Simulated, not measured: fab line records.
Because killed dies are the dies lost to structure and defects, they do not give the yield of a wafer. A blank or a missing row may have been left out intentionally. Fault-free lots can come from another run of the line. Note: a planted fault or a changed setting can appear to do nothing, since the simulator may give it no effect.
fab line records ; flow n5-finfet
[record] lots = 7; wafers = 21
route steps=1938 shown SD_EPI_P@306 SDB@361 HKMG_FIN@427 MOL_CONTACT_COAG@584 BEOL_M0_SAQP@632
start-h: start of the lot's first displayed wafer, in hours after the record's first day ; wait-h: hours from the lot's prior step to this one ; " the same as in the row above ; L1.1+2: a row that stands for several wafers ; - no value, or no start given ; * or withheld: withheld ; < > ~ a bound
route shown NAME@n: NAME is a module with steps in the file, n the number in the route of the first one ; usual: mean and standard deviation over wafers with no fault ; same: alike in all rows ; chamber/n: place in a boat ; sites: the reading at each site ; _std_site: how widely they spread, as a standard deviation ; _edge_site: the outer-site mean with the inner-site mean subtracted ; radius-mm: for every site, how far away it sits from the centre of the wafer ; mask NAME#n: copy n ; behind: tool/chamber where the wafer was last shaped ; hold: cause of the lot's hold/its duration in hours/its outcome ; device: names the non-switching transistor (n, p or np) ; end of line: tests run on the same wafers once the route is complete ; a step with no rows: only its recipe ; killed: not the wafer's yield, but the dies lost to structure and defects at the first sort ; map: dies across one wafer; x = killed, . = not, _ = none there
set.NAME: setting as actually run; set.NAME@STEP: the setting as run at that earlier step ; model.NAME: the simulator's own value behind a step, which no gauge read
lots with deliberately changed settings; one table per step, one row per wafer
[[steps]]
[step N5_SD_EPI_P_DESCUM_14]
[recipe] chemistry = O2; time-s = 7.9; source-power-w = 50; bias-power-w = 20; pressure-mtorr = 20; rf-frequency-hz = 2.712e+07; temp-c = 40; resist = CAR-ArF-block; o2-flow-sccm = 225
lot.wafer;tool;chamber;start-h;wait-h;set.time-s;set.peb-time-s@SD_EPI_P_PEB_07;model.SD_EPI_P.cd-nm
L077.1;rie-diel-03;1;74.08;0.0;7.9;60;238.6
L077.5;rie-diel-03;2;74.08;0.0;7.9;73.07;245.4
L077.6;rie-diel-03;3;74.08;0.0;6.32;73.07;245.4
L078.4;rie-diel-04;1;81.61;0.0;9.099;67.92;243.8
L078.5;rie-diel-04;1;81.61;0.0;9.099;60;239.2
L078.6;rie-diel-04;0;81.61;0.0;7.9;60;239.6
L080.1;rie-diel-04;2;90.37;0.0;7.9;60;238.8
L080.5;rie-diel-04;2;90.37;0.0;7.9;60;238.2
L080.6;rie-diel-04;1;90.37;0.0;7.9;60;239.4
L083.4;rie-diel-03;0;113.99;0.2;9.066;60;239.2
L083.5;rie-diel-03;0;113.99;0.2;9.066;60;238
L083.6;rie-diel-03;3;113.99;0.2;9.066;60;238.6
L084.2;rie-diel-03;0;118.51;0.0;7.9;60;239.8
L084.4;rie-diel-03;2;118.51;0.0;6.292;69.73;243.4
L084.6;rie-diel-03;1;118.51;0.0;6.292;69.73;244.4
L096.3+5;rie-diel-05;1,0;186.09;0.3;7.9;55.04;236
L096.6;rie-diel-05;1;186.09;0.3;7.9;60;239.4
L097.2;rie-diel-05;0;192.22;0.4;8.934;60;239.8
L097.4;rie-diel-05;0;192.22;0.4;7.9;64.72;241.6
L097.5;rie-diel-05;2;192.22;0.4;8.934;64.72;242.6
[step N5_SD_EPI_P_ETCH_36]
[recipe] chemistry = CF4; target = SiARC; target-depth-a = 455; mask-material = CAR-ArF-block; time-s = 75.8; ion-energy-ev = 80; pressure-mtorr = 40; source-w = 545; bias-w = 36; Ar_flow_sccm = 100; cf4-flow-sccm = 100; ends = cleared
[step N5_SD_EPI_P_ETCH_37]
[recipe] chemistry = N2/H2; target = SOC; overetch-a = 1080; mask-material = SiARC; temp-c = 40; ion-energy-ev = 100; source-w = 3000; bias-w = 133; pressure-mtorr = 20; time-s = 486; n2-flow-sccm = 200; h2-flow-sccm = 200; ends = end-point
lot.wafer;tool;chamber;start-h;wait-h;set.peb-time-s@SD_EPI_P_PEB_07;model.SD_EPI_P.cd-nm
L077.1;rie-diel-03;1;74.17;0.0;60;238.6
L077.5;rie-diel-03;2;74.17;0.0;73.07;245.2
L077.6;rie-diel-03;3;74.17;0.0;73.07;246.6
L078.4;rie-diel-04;1;81.70;0.0;67.92;244.4
L078.5;rie-diel-04;1;81.70;0.0;60;239.2
L078.6;rie-diel-04;0;81.70;0.0;60;239
L080.1;rie-diel-04;2;90.46;0.0;60;240
L080.5;rie-diel-04;2;90.46;0.0;60;239.4
L080.6;rie-diel-04;1;90.46;0.0;60;238.4
L083.4;rie-diel-03;0;114.08;0.0;60;239.4
L083.5+6;rie-diel-03;0,3;114.08;0.0;60;238
L084.2;rie-diel-03;0;118.60;0.0;60;240.8
L084.4;rie-diel-03;2;118.60;0.0;69.73;243.8
L084.6;rie-diel-03;1;118.60;0.0;69.73;244.4
L096.3;rie-diel-05;1;186.18;0.0;55.04;236.8
L096.5;rie-diel-05;0;186.18;0.0;55.04;237.6
L096.6;rie-diel-05;1;186.18;0.0;60;240.2
L097.2;rie-diel-05;0;192.31;0.0;60;240.2
L097.4;rie-diel-05;0;192.31;0.0;64.72;242.6
L097.5;rie-diel-05;2;192.31;0.0;64.72;240.6
[step N5_SDB_ETCH_18]
[recipe] chemistry = N2/H2; target = SOC; target-depth-a = 1000; overetch-a = 200; mask-material = SiARC; temp-c = 40; time-s = 150; ion-energy-ev = 200; pressure-mtorr = 30; source-w = 840; bias-w = 150; n2-flow-sccm = 200; h2-flow-sccm = 200
lot.wafer;tool;chamber;start-h;wait-h;set.time-s;model.SiARC_of_SDB_COAT_04.thk-nm
L077.1+5;rie-diel-02;1;85.66;0.0;173.2;11.8
L077.6;rie-diel-02;0;85.66;0.0;150;12.6
L078.4;rie-diel-06;3;94.92;0.0;119.8;13.6
L078.5;rie-diel-06;2;94.92;0.0;150;12.8
L078.6;rie-diel-06;1;94.92;0.0;119.8;14
L080.1+6;rie-diel-01;2,3;105.43;0.0;150;12.8
L080.5;rie-diel-01;2;105.43;0.0;150;12.6
L083.4+5;rie-diel-02;2,3;127.25;0.0;150;13
L083.6;rie-diel-02;2;127.25;0.0;178.9;12
L084.2+6;rie-diel-02;2,3;131.61;0.0;128.1;13.6
L084.4;rie-diel-02;0;131.61;0.0;150;12.8
L096.3;rie-diel-02;3;199.43;0.0;150;12.8
L096.5+6;rie-diel-02;0,1;199.43;0.0;166.8;12
L097.2;rie-diel-06;2;204.68;0.0;150;12.8
L097.4;rie-diel-06;1;204.68;0.0;150;13
L097.5;rie-diel-06;0;204.68;0.0;150;12.6
[step N5_HKMG_FIN_EXPOSE_09]
[recipe] mask-id = NWFM; na = 1.35; source-shape = conventional; sigma-outer = 0.8; polarization = unpolarized; target-cd-nm = 98; dose-mj = 39.25
lot.wafer;tool;chamber;start-h;wait-h;mask;set.dose-mj
L077.1+5+6;arfi-scanner-03;0;94.83;-;NWFM#0;39.25
L078.4+5;arfi-scanner-03;0;103.39;-;NWFM#0;39.25
L078.6;arfi-scanner-03;0;103.39;-;NWFM#0;38.44
L080.1+5+6;arfi-scanner-03;0;115.68;-;NWFM#0;39.25
L083.4+6;arfi-scanner-03;0;137.45;-;NWFM#0;39.25
L083.5;arfi-scanner-03;0;137.45;-;NWFM#0;37.26
L084.2+4+6;arfi-scanner-02;0;141.70;-;NWFM#0;39.25
L096.3+5;arfi-scanner-02;0;208.03;-;NWFM#0;42.18
L096.6;arfi-scanner-02;0;208.03;-;NWFM#0;39.25
L097.2+4;arfi-scanner-01;0;213.29;-;NWFM#0;39.25
L097.5;arfi-scanner-01;0;213.29;-;NWFM#0;42.01
[step N5_HKMG_FIN_PEB_10]
[recipe] peb-temp-c = withheld; peb-time-s = 60; resist = CAR-ArF
lot.wafer;tool;chamber;start-h;wait-h;set.peb-time-s
L077.1;litho-track-01;0;94.89;0.1;60
L077.5+6;litho-track-01;0;94.89;0.1;53.73
L078.4+5+6;litho-track-04;0;103.44;0.0;60
L080.1+5+6;litho-track-01;0;115.74;0.1;60
L083.4+5;litho-track-01;0;137.50;0.0;49.25
L083.6;litho-track-01;0;137.50;0.0;60
L084.2+4+6;litho-track-04;0;141.76;0.0;60
L096.3+5;litho-track-05;0;208.07;0.0;64.17
L096.6;litho-track-05;0;208.07;0.0;60
L097.2+4+5;litho-track-05;0;213.34;0.0;60
[step N5_HKMG_FIN_DEVELOP_11]
[recipe] develop-time-s = 30; developer = TMAH; resist = CAR-ArF; dev-temp-c = 23; rinse-liquid = diw; dry = air-spin
[step N5_HKMG_FIN_CD_MEAS_12]
[recipe] target-cd-nm = 92.8; landing-energy-ev = 500; detector = se-inlens
[usual] cd-nm = 93.4/0.74
lot.wafer;tool;chamber;start-h;wait-h;set.dose-mj@HKMG_FIN_EXPOSE_09;set.peb-time-s@HKMG_FIN_PEB_10;cd-nm
L077.1;cd-sem-01;0;94.95;-;39.25;60;93.1
L077.5;cd-sem-01;0;94.95;-;39.25;53.73;89.9
L077.6;cd-sem-01;0;94.95;-;39.25;53.73;89.3
L078.4;cd-sem-02;0;103.50;-;39.25;60;94.2
L078.5;cd-sem-02;0;103.50;-;39.25;60;94.1
L078.6;cd-sem-02;0;103.50;-;38.44;60;93.1
L080.1;cd-sem-03;0;115.81;-;39.25;60;91.5
L080.5;cd-sem-03;0;115.81;-;39.25;60;92.1
L080.6;cd-sem-03;0;115.81;-;39.25;60;93.0
L083.4;cd-sem-02;0;137.56;-;39.25;49.25;86.1
L083.5;cd-sem-02;0;137.56;-;37.26;49.25;81.8
L083.6;cd-sem-02;0;137.56;-;39.25;60;93.2
L084.2;cd-sem-02;0;141.82;-;39.25;60;94.1
L084.4;cd-sem-02;0;141.82;-;39.25;60;93.6
L084.6;cd-sem-02;0;141.82;-;39.25;60;94.1
L096.3;cd-sem-02;0;208.14;-;42.18;64.17;99.9
L096.5;cd-sem-02;0;208.14;-;42.18;64.17;99.4
L096.6;cd-sem-02;0;208.14;-;39.25;60;93.9
L097.2;cd-sem-03;0;213.41;-;39.25;60;93.0
L097.4;cd-sem-03;0;213.41;-;39.25;60;92.6
L097.5;cd-sem-03;0;213.41;-;42.01;60;96.9
[step N5_HKMG_FIN_DESCUM_17]
[recipe] chemistry = O2; time-s = 7.9; source-power-w = 50; bias-power-w = 20; pressure-mtorr = 20; rf-frequency-hz = 2.712e+07; temp-c = 40; resist = CAR-ArF; o2-flow-sccm = 225
lot.wafer;tool;chamber;start-h;wait-h;set.dose-mj@HKMG_FIN_EXPOSE_09;set.peb-time-s@HKMG_FIN_PEB_10;model.HKMG_FIN.cd-nm
L077.1;rie-diel-06;0;95.13;0.1;39.25;60;93.4
L077.5+6;rie-diel-06;3,2;95.13;0.1;39.25;53.73;89.6
L078.4;rie-diel-01;3;103.59;0.0;39.25;60;94.2
L078.5;rie-diel-01;3;103.59;0.0;39.25;60;94
L078.6;rie-diel-01;0;103.59;0.0;38.44;60;93.2
L080.1;rie-diel-01;3;116.05;0.2;39.25;60;91.8
L080.5;rie-diel-01;0;116.05;0.2;39.25;60;92.2
L080.6;rie-diel-01;1;116.05;0.2;39.25;60;93.2
L083.4;rie-diel-06;2;137.65;0.0;39.25;49.25;86.6
L083.5;rie-diel-06;2;137.65;0.0;37.26;49.25;82
L083.6;rie-diel-06;1;137.65;0.0;39.25;60;93
L084.2;rie-diel-01;3;141.99;0.1;39.25;60;94
L084.4;rie-diel-01;2;141.99;0.1;39.25;60;93.4
L084.6;rie-diel-01;3;141.99;0.1;39.25;60;93.6
L096.3+5;rie-diel-01;2,0;208.23;0.0;42.18;64.17;99.8
L096.6;rie-diel-01;1;208.23;0.0;39.25;60;94
L097.2;rie-diel-06;1;213.52;0.1;39.25;60;93.2
L097.4;rie-diel-06;2;213.52;0.1;39.25;60;92.6
L097.5;rie-diel-06;1;213.52;0.1;42.01;60;96.6
[step N5_MOL_CONTACT_COAG_ETCHBACK_135]
[recipe] chemistry = CHF3; target = SiO2; target-depth-a = 250; time-s = 16.7; ion-energy-ev = 200; pressure-mtorr = 30; source-w = 610; bias-w = 170; Ar_flow_sccm = 200; CHF3_flow_sccm = 50
lot.wafer;tool;chamber;start-h;wait-h;set.time-s;model.SOC_of_MOL_CONTACT_COAG_COAT_75.thk-nm
L077.1+5+6;rie-diel-02;2,1,2;118.00;0.0;16.7;57
L078.4+5+6;rie-diel-01;3,2,3;129.50;0.0;16.7;57.4
L080.1+5+6;rie-diel-06;3,2,1;140.13;0.0;16.7;57.4
L083.4+5;rie-diel-02;2,0;159.11;0.0;16.7;57.4
L083.6;rie-diel-02;3;159.11;0.0;19.22;57
L084.2+6;rie-diel-02;3;166.16;0.0;16.7;57.4
L084.4;rie-diel-02;1;166.16;0.0;16.7;57.6
L096.3;rie-diel-02;2;231.31;0.0;14.57;58
L096.5;rie-diel-02;0;231.31;0.0;16.7;57.4
L096.6;rie-diel-02;3;231.31;0.0;16.7;57.2
L097.2+4+5;rie-diel-02;1,0,0;235.91;0.0;16.7;57.2
[step N5_MOL_CONTACT_COAG_VIA_ETCH_46]
[recipe] chemistry = C4F6/O2; target-depth-a = 460; overetch-a = 92; mask-material = SOC; target = SiO2; bias-w = 455; pressure-mtorr = 10; time-s = 40; source-w = 325; Ar_flow_sccm = 300; C4F6_flow_sccm = 10; O2_flow_sccm = 10; ion-energy-ev = 575.3; ends = end-point
[usual] rf-vpp-V = 1581/14
lot.wafer;tool;chamber;start-h;wait-h;set.bias-w;rf-vpp-V
L077.1;rie-diel-02;2;118.03;0.0;409.4;1444
L077.5;rie-diel-02;1;118.03;0.0;409.4;1459
L077.6;rie-diel-02;2;118.03;0.0;455;1560
L078.4;rie-diel-01;3;129.54;0.0;455;1589
L078.5;rie-diel-01;2;129.54;0.0;455;1573
L078.6;rie-diel-01;3;129.54;0.0;518;1751
L080.1;rie-diel-06;3;140.16;0.0;455;1619
L080.5;rie-diel-06;2;140.16;0.0;455;1601
L080.6;rie-diel-06;1;140.16;0.0;455;1588
L083.4;rie-diel-02;2;159.14;0.0;455;1563
L083.5;rie-diel-02;0;159.14;0.0;404.2;1440
L083.6;rie-diel-02;3;159.14;0.0;404.2;1447
L084.2;rie-diel-02;3;166.20;0.0;455;1582
L084.4;rie-diel-02;1;166.20;0.0;455;1577
L084.6;rie-diel-02;3;166.20;0.0;455;1582
L096.3;rie-diel-02;2;231.35;0.0;455;1563
L096.5;rie-diel-02;0;231.35;0.0;380.9;1374
L096.6;rie-diel-02;3;231.35;0.0;380.9;1383
L097.2;rie-diel-02;1;235.95;0.0;530.8;1769
L097.4;rie-diel-02;0;235.95;0.0;455;1571
L097.5;rie-diel-02;0;235.95;0.0;530.8;1761
[step N5_BEOL_M0_SAQP_PECVD_00]
[recipe] material = SiCN; target-thk-a = 80; temp-c = withheld; precursor = 3MS/NH3; pressure-torr = 3; rf-w = 202; time-s = 14
lot.wafer;tool;chamber;start-h;wait-h;set.time-s;model.SiCN_of_BEOL_M0_SAQP_PECVD_00.thk-nm
L077.1+6;pecvd-01;1;125.54;0.2;13.25;7.8
L077.5;pecvd-01;0;125.54;0.2;14;8.2
L078.4;pecvd-02;1;136.55;0.1;15.66;9
L078.5;pecvd-02;1;136.55;0.1;14;8.2
L078.6;pecvd-02;0;136.55;0.1;14;8.4
L080.1+5;pecvd-04;1,0;145.91;0.2;14;8
L080.6;pecvd-04;1;145.91;0.2;14;8.2
L083.4+6;pecvd-04;0,1;165.06;0.1;14;8.2
L083.5;pecvd-04;2;165.06;0.1;14;8
L084.2;pecvd-02;0;172.20;0.2;12.11;7
L084.4;pecvd-02;2;172.20;0.2;14;8
L084.6;pecvd-02;1;172.20;0.2;14;8.2
L096.3+6;pecvd-04;1,2;237.41;0.1;11.96;7
L096.5;pecvd-04;0;237.41;0.1;11.96;6.8
L097.2;pecvd-04;0;242.10;0.2;14;7.8
L097.4;pecvd-04;2;242.10;0.2;11.91;7
L097.5;pecvd-04;0;242.10;0.2;11.91;6.8
[step N5_BEOL_M0_SAQP_COAT_08]
[recipe] resist = CAR-ArF; spin-rpm = 1500; resist-thk-nm = 90
lot.wafer;tool;chamber;start-h;wait-h;set.spin-rpm;model.CAR-ArF_of_BEOL_M0_SAQP_COAT_08.thk-nm
L077.1;litho-track-05;0;-;-;1500;89.8
L077.5;litho-track-05;0;-;-;1500;90
L077.6;litho-track-05;0;-;-;1500;90.2
L078.4+6;litho-track-05;0;-;-;1500;90
L078.5;litho-track-05;0;-;-;1500;90.2
L080.1;litho-track-04;0;-;-;1500;90
L080.5+6;litho-track-04;0;-;-;1500;89.8
L083.4;litho-track-03;0;-;-;1358;94.2
L083.5;litho-track-03;0;-;-;1500;89.6
L083.6;litho-track-03;0;-;-;1358;94.6
L084.2+4;litho-track-05;0;-;-;1658;85.4
L084.6;litho-track-05;0;-;-;1500;89.8
L096.3+6;litho-track-05;0;-;-;1500;89.6
L096.5;litho-track-05;0;-;-;1500;89.2
L097.2;litho-track-03;0;-;-;1572;88
L097.4;litho-track-03;0;-;-;1500;90.2
L097.5;litho-track-03;0;-;-;1500;90.4
[step N5_BEOL_M0_SAQP_EBR_10]
[recipe] solvent = PGMEA; ebr-width-mm = 1.5
[step N5_BEOL_M0_SAQP_SOFTBAKE_09]
[recipe] temp-c = 110; time-s = 60; resist = CAR-ArF
[step N5_BEOL_M0_SAQP_EXPOSE_11]
[recipe] mask-id = M0_CORE; na = 1.35; source-shape = dipole; sigma-inner = 0.538; sigma-outer = 0.738; polarization = te; target-cd-nm = 42; dose-mj = 55
[step N5_BEOL_M0_SAQP_PEB_12]
[recipe] peb-temp-c = withheld; peb-time-s = 60; resist = CAR-ArF
[step N5_BEOL_M0_SAQP_DEVELOP_13]
[recipe] develop-time-s = 30; developer = TMAH; resist = CAR-ArF; dev-temp-c = 23; rinse-liquid = diw; dry = air-spin
lot.wafer;tool;chamber;start-h;wait-h;set.spin-rpm@BEOL_M0_SAQP_COAT_08;model.CAR-ArF_of_BEOL_M0_SAQP_COAT_08.thk-nm
L077.1;litho-track-05;0;-;-;1500;88
L077.5+6;litho-track-05;0;-;-;1500;88.4
L078.4;litho-track-05;0;-;-;1500;88.4
L078.5;litho-track-05;0;-;-;1500;88.6
L078.6;litho-track-05;0;-;-;1500;88.2
L080.1+5;litho-track-05;0;-;-;1500;88.2
L080.6;litho-track-05;0;-;-;1500;88
L083.4;litho-track-03;0;-;-;1358;92.4
L083.5;litho-track-03;0;-;-;1500;88
L083.6;litho-track-03;0;-;-;1358;93
L084.2+4;litho-track-04;0;-;-;1658;83.8
L084.6;litho-track-04;0;-;-;1500;88
L096.3+6;litho-track-04;0;-;-;1500;87.8
L096.5;litho-track-04;0;-;-;1500;87.6
L097.2;litho-track-04;0;-;-;1572;86.4
L097.4;litho-track-04;0;-;-;1500;88.4
L097.5;litho-track-04;0;-;-;1500;88.6
[step N5_BEOL_M0_SAQP_DESCUM_19]
[recipe] chemistry = O2; time-s = 7.9; source-power-w = 50; bias-power-w = 20; pressure-mtorr = 20; rf-frequency-hz = 2.712e+07; temp-c = 40; resist = CAR-ArF; o2-flow-sccm = 225
lot.wafer;tool;chamber;start-h;wait-h;set.spin-rpm@BEOL_M0_SAQP_COAT_08;model.CAR-ArF_of_BEOL_M0_SAQP_COAT_08.thk-nm
L077.1;rie-diel-04;2;126.52;0.0;1500;83.2
L077.5;rie-diel-04;3;126.52;0.0;1500;83.4
L077.6;rie-diel-04;2;126.52;0.0;1500;83.6
L078.4;rie-diel-05;3;137.96;0.0;1500;83.4
L078.5;rie-diel-05;2;137.96;0.0;1500;83.8
L078.6;rie-diel-05;1;137.96;0.0;1500;83.6
L080.1+5+6;rie-diel-03;0,2,1;148.66;0.0;1500;83.2
L083.4;rie-diel-04;2;167.47;0.1;1358;87.6
L083.5;rie-diel-04;0;167.47;0.1;1500;83
L083.6;rie-diel-04;1;167.47;0.1;1358;88
L084.2+4;rie-diel-03;1;174.07;0.0;1658;78.8
L084.6;rie-diel-03;2;174.07;0.0;1500;83.2
L096.3+5+6;rie-diel-04;2,3,2;239.29;0.1;1500;82.8
L097.2;rie-diel-04;3;243.39;0.0;1572;81.6
L097.4;rie-diel-04;2;243.39;0.0;1500;83.4
L097.5;rie-diel-04;2;243.39;0.0;1500;83.8
[step N5_BEOL_M0_SAQP_SPACER1_ALD_98]
[recipe] material = SiO2; target-thk-a = 128; temp-c = 300; ald-precursor-family = BDEAS; ald-co-reactant = O2-plasma; pulse-time-s = 1; purge-time-s = 2; co-reactant-purge-time-s = 2; ald-cycles = 138; pressure-torr = 2
lot.wafer;tool;chamber;start-h;wait-h;set.ald-cycles;model.SiO2_of_BEOL_M0_SAQP_SPACER1_ALD_98.thk-nm
L077.1+5+6;ald-sin-02;1,1,0;127.58;0.3;138;12.8
L078.4+6;ald-sin-04;0,3;138.85;0.1;120;11.2
L078.5;ald-sin-04;0;138.85;0.1;120;11
L080.1+5+6;ald-sin-04;0,3,0;149.55;0.3;138;12.8
L083.4+5+6;ald-sin-02;3,0,3;168.97;0.7;138;12.8
L084.2+6;ald-sin-04;3,2;175.89;1.2;160;14.8
L084.4;ald-sin-04;0;175.89;1.2;138;12.8
L096.3;ald-sin-03;3;240.46;0.1;138;12.8
L096.5;ald-sin-03;2;240.46;0.1;125;11.6
L096.6;ald-sin-03;3;240.46;0.1;138;13
L097.2+4;ald-sin-02;2,0;244.31;0.3;138;12.8
L097.5;ald-sin-02;3;244.31;0.3;120;11.2
[step N5_BEOL_M0_SAQP_SPACER1_ETCHBACK_99]
[recipe] chemistry = CHF3/O2; mode = anisotropic-etchback; target = SiO2; target-depth-a = 154; time-s = 7.7; pressure-mtorr = 30; source-w = 650; bias-w = 170; Ar_flow_sccm = 200; CHF3_flow_sccm = 50; O2_flow_sccm = 5; ion-energy-ev = 200
[step N5_BEOL_M0_SAQP_MANDREL1_REMOVE_100]
[recipe] chemistry = HBr/Cl2/O2; bt-time-s = 10; target = a-Si; stop-on = SiNx; endpoint = OES-SiCl; over-etch-frac = 0.85; icp-w = 600; bias-w = 30; HBr_flow_sccm = 150; Cl2_flow_sccm = 80; O2_flow_sccm = 5; pressure-mtorr = 10
lot.wafer;tool;chamber;start-h;wait-h;set.ald-cycles@BEOL_M0_SAQP_SPACER1_ALD_98;model.BEOL_M0_SAQP.cd-nm
L077.1+5+6;rie-si-05;0,3,0;128.18;0.1;138;12.8
L078.4;rie-si-05;2;139.41;0.1;120;11
L078.5+6;rie-si-05;1,2;139.41;0.1;120;11.2
L080.1;rie-si-01;0;150.13;0.1;138;12.6
L080.5+6;rie-si-01;1,0;150.13;0.1;138;12.8
L083.4+5+6;rie-si-06;0,1,2;169.53;0.0;138;12.8
L084.2;rie-si-06;1;176.55;0.1;160;15
L084.4;rie-si-06;3;176.55;0.1;138;12.8
L084.6;rie-si-06;1;176.55;0.1;160;14.8
L096.3+6;rie-si-05;1,0;241.02;0.1;138;13
L096.5;rie-si-05;1;241.02;0.1;125;11.6
L097.2+4;rie-si-01;3,0;244.87;0.1;138;12.8
L097.5;rie-si-01;0;244.87;0.1;120;11.2
[step N5_BEOL_M0_SAQP_CD_MEAS_25]
[recipe] target-cd-nm = 13.1; landing-energy-ev = 1000; detector = se-inlens
[usual] cd-nm = 12.79/0.23
lot.wafer;tool;chamber;start-h;wait-h;set.ald-cycles@BEOL_M0_SAQP_SPACER1_ALD_98;cd-nm
L077.1;cd-sem-02;0;128.29;0.1;138;12.62
L077.5;cd-sem-02;0;128.29;0.1;138;12.60
L077.6;cd-sem-02;0;128.29;0.1;138;13.09
L078.4;cd-sem-01;0;139.53;0.1;120;11.06
L078.5;cd-sem-01;0;139.53;0.1;120;11.37
L078.6;cd-sem-01;0;139.53;0.1;120;11.29
L080.1;cd-sem-01;0;150.24;0.1;138;12.58
L080.5;cd-sem-01;0;150.24;0.1;138;12.71
L080.6;cd-sem-01;0;150.24;0.1;138;12.28
L083.4;cd-sem-02;0;169.65;0.1;138;12.81
L083.5;cd-sem-02;0;169.65;0.1;138;12.38
L083.6;cd-sem-02;0;169.65;0.1;138;12.85
L084.2;cd-sem-02;0;176.67;0.1;160;14.79
L084.4;cd-sem-02;0;176.67;0.1;138;12.74
L084.6;cd-sem-02;0;176.67;0.1;160;14.79
L096.3;cd-sem-03;0;241.13;0.1;138;12.94
L096.5;cd-sem-03;0;241.13;0.1;125;11.52
L096.6;cd-sem-03;0;241.13;0.1;138;13.21
L097.2;cd-sem-03;0;244.98;0.1;138;12.50
L097.4;cd-sem-03;0;244.98;0.1;138;12.84
L097.5;cd-sem-03;0;244.98;0.1;120;11.06
[step N5_BEOL_M0_SAQP_ETCH_107]
[recipe] chemistry = CH3F/O2; target = SiNx; target-depth-a = 300; mask-material = SOC; pressure-mtorr = 30; source-w = 395; bias-w = 73; Ar_flow_sccm = 150; CH3F_flow_sccm = 30; O2_flow_sccm = 20; ion-energy-ev = 120
[usual] rf-vpp-V = 293/5.4
lot.wafer;tool;chamber;start-h;wait-h;set.bias-w;rf-vpp-V
L077.1;rie-diel-03;2;129.07;0.0;73;299
L077.5;rie-diel-03;1;129.07;0.0;77.15;312
L077.6;rie-diel-03;2;129.07;0.0;73;299
L078.4;rie-diel-04;0;140.29;0.0;68.17;288
L078.5;rie-diel-04;2;140.29;0.0;68.17;274
L078.6;rie-diel-04;3;140.29;0.0;73;289
L080.1;rie-diel-05;3;151.19;0.0;73;289
L080.5;rie-diel-05;3;151.19;0.0;73;288
L080.6;rie-diel-05;2;151.19;0.0;73;298
L083.4;rie-diel-05;3;170.41;0.0;73;288
L083.5;rie-diel-05;1;170.41;0.0;73;295
L083.6;rie-diel-05;2;170.41;0.0;73;297
L084.2;rie-diel-04;1;177.67;0.0;73;288
L084.4;rie-diel-04;2;177.67;0.0;73;288
L084.6;rie-diel-04;2;177.67;0.0;79.17;307
L096.3;rie-diel-05;2;241.93;0.0;83.92;332
L096.5;rie-diel-05;0;241.93;0.0;83.92;332
L096.6;rie-diel-05;3;241.93;0.0;73;287
L097.2;rie-diel-05;3;245.79;0.0;73;288
L097.4;rie-diel-05;1;245.79;0.0;68.99;288
L097.5;rie-diel-05;0;245.79;0.0;68.99;285
[[key]]
[split] step = N5_SD_EPI_P_DESCUM_14; setting = time-s; stated = 7.9; by = wafer
response none clear
[split] step = N5_SDB_ETCH_18; setting = time-s; stated = 150; by = wafer
[response] step = N5_SDB_ETCH_18; reading = model.SiARC_of_SDB_COAT_04.thk-nm; change = -0.0535; per = 1%; r = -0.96
[split] step = N5_HKMG_FIN_EXPOSE_09; setting = dose-mj; stated = 39.25; by = wafer
[response] step = N5_HKMG_FIN_CD_MEAS_12; reading = cd-nm; slope = +0.554; per = 1%; together-with = peb-time-s@HKMG_FIN_PEB_10; explained = 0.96
[response] step = N5_HKMG_FIN_DESCUM_17; reading = model.HKMG_FIN.cd-nm; slope = +0.544; per = 1%; together-with = peb-time-s@HKMG_FIN_PEB_10; explained = 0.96
[split] step = N5_HKMG_FIN_PEB_10; setting = peb-time-s; stated = 60; by = wafer
[response] step = N5_HKMG_FIN_CD_MEAS_12; reading = cd-nm; change = +0.504; per = 1%; r = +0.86
[response] step = N5_HKMG_FIN_DESCUM_17; reading = model.HKMG_FIN.cd-nm; change = +0.493; per = 1%; r = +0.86
[split] step = N5_MOL_CONTACT_COAG_ETCHBACK_135; setting = time-s; stated = 16.7; by = wafer
[response] step = N5_MOL_CONTACT_COAG_ETCHBACK_135; reading = model.SOC_of_MOL_CONTACT_COAG_COAT_75.thk-nm; change = -0.0383; per = 1%; r = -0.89
[split] step = N5_MOL_CONTACT_COAG_VIA_ETCH_46; setting = bias-w; stated = 455; by = wafer
[response] step = N5_MOL_CONTACT_COAG_VIA_ETCH_46; reading = rf-vpp-V; change = +11.5; per = 1%; r = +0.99
[split] step = N5_BEOL_M0_SAQP_PECVD_00; setting = time-s; stated = 14; by = wafer
[response] step = N5_BEOL_M0_SAQP_PECVD_00; reading = model.SiCN_of_BEOL_M0_SAQP_PECVD_00.thk-nm; change = +0.0674; per = 1%; r = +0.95
[split] step = N5_BEOL_M0_SAQP_COAT_08; setting = spin-rpm; stated = 1500; by = wafer
[response] step = N5_BEOL_M0_SAQP_COAT_08; reading = model.CAR-ArF_of_BEOL_M0_SAQP_COAT_08.thk-nm; change = -0.46; per = 1%; r = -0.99
[response] step = N5_BEOL_M0_SAQP_DEVELOP_13; reading = model.CAR-ArF_of_BEOL_M0_SAQP_COAT_08.thk-nm; change = -0.442; per = 1%; r = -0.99
[response] step = N5_BEOL_M0_SAQP_DESCUM_19; reading = model.CAR-ArF_of_BEOL_M0_SAQP_COAT_08.thk-nm; change = -0.453; per = 1%; r = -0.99
[split] step = N5_BEOL_M0_SAQP_SPACER1_ALD_98; setting = ald-cycles; stated = 138; by = wafer
[response] step = N5_BEOL_M0_SAQP_SPACER1_ALD_98; reading = model.SiO2_of_BEOL_M0_SAQP_SPACER1_ALD_98.thk-nm; change = +0.127; per = 1%; r = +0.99
[response] step = N5_BEOL_M0_SAQP_MANDREL1_REMOVE_100; reading = model.BEOL_M0_SAQP.cd-nm; change = +0.132; per = 1%; r = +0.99
[response] step = N5_BEOL_M0_SAQP_CD_MEAS_25; reading = cd-nm; change = +0.133; per = 1%; r = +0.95
[split] step = N5_BEOL_M0_SAQP_ETCH_107; setting = bias-w; stated = 73; by = wafer
[response] step = N5_BEOL_M0_SAQP_ETCH_107; reading = rf-vpp-V; change = +2.44; per = 1%; r = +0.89
split outside-this-file step=N5_SD_EPI_P_PEB_07 setting=peb-time-s
// split outside-this-file: this setting was split too, and the file shows its column; the key of that split is in another file
